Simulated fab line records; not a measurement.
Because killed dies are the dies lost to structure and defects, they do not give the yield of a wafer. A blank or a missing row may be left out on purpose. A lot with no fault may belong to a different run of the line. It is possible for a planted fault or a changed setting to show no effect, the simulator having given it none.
Which tool did it?    flow nand harc    Sampling: 6 lots, 18 wafers, 5 of 1159 route steps

WHAT THE GAUGES READ, wafer by wafer
NHARC_END_SORT_01.
lot   measured      on         killed at array
L972  day 21 20:40  prober-02  676 675 676

WHAT TOOL EACH LOT RAN ON (gives the tool, then ch and the chambers of the sampled wafers, and finally the start)
lot   NHARC_A_CHANNEL_FILL_D1_STRIP_28    NHARC_A_STAIRCASE_DEP_156        NHARC_A_STAIRCASE_DESCUM_168        NHARC_A_STAIRCASE_ETCH_170
L964  rie diel-05 ch 1,2,3, day 10 12:38  pecvd-04 ch 0,1, day 11 12:23    rie diel-02 ch 1,2, day 11 13:22    rie diel-02 ch 2,3, day 11 13:35
L972  rie diel-01 ch 0,2,3, day 12 06:20  pecvd-04 ch 1,2, day 13 06:54    rie diel-12 ch 0,2,3, day 13 07:53  rie diel-12 ch 0,2,3, day 13 08:05
L976  rie diel-01 ch 1,2,3, day 12 23:59  pecvd-01 ch 1,2, day 14 04:41    rie diel-02 ch 0,1,3, day 14 05:47  rie diel-02 ch 1,2,3, day 14 06:01
L979  rie diel-05 ch 0,2,3, day 14 07:38  pecvd-01 ch 0,2, day 15 08:49    rie diel-03 ch 1,3, day 15 09:48    rie diel-03 ch 1,2, day 15 10:02
L982  rie diel-01 ch 0,2,3, day 14 12:38  pecvd-01 ch 0,1,2, day 15 12:49  rie diel-02 ch 0,1,3, day 15 13:48  rie diel-02 ch 0,1,2, day 15 14:04
L985  rie diel-10 ch 2,3, day 15 08:32    pecvd-03 ch 0,1, day 16 08:23    rie diel-02 ch 0,1,2, day 16 09:28  rie diel-02 ch 2,3, day 16 09:48
- NHARC_A_CHANNEL_FILL_D1_STRIP_28: strips in O2, time 20 s.
- NHARC_A_STAIRCASE_DEP_156: deposits SiNx, target thk 50 nm.
- NHARC_A_STAIRCASE_DESCUM_168: chemistry O2, time 3 s.
- NHARC_A_STAIRCASE_ETCH_170: etches the open film in C4F6/O2, target depth 200 nm, time 66.667 s.

THE ANSWER, worked out from the rows above alone
Rule: the usual values come from the lots themselves. Put in order of their means at a reading, lots are off if they are a third of the lots or fewer, leave a main group of 4 or more, and stand apart from it by a gap of 3 or more times the standard deviation of the main group's means; of several such gaps the widest counts. The tables above print the reading to a certain number of digits; a main group whose means all agree to those digits is not used. Also off: a lot with no number at a reading for which 4 or more lots have one. Where the step has rows for the other lots, those lots are counted as sound.
No lot is off at any reading shown: from this, nothing can be told.

WHAT THE SIMULATOR PUT IN
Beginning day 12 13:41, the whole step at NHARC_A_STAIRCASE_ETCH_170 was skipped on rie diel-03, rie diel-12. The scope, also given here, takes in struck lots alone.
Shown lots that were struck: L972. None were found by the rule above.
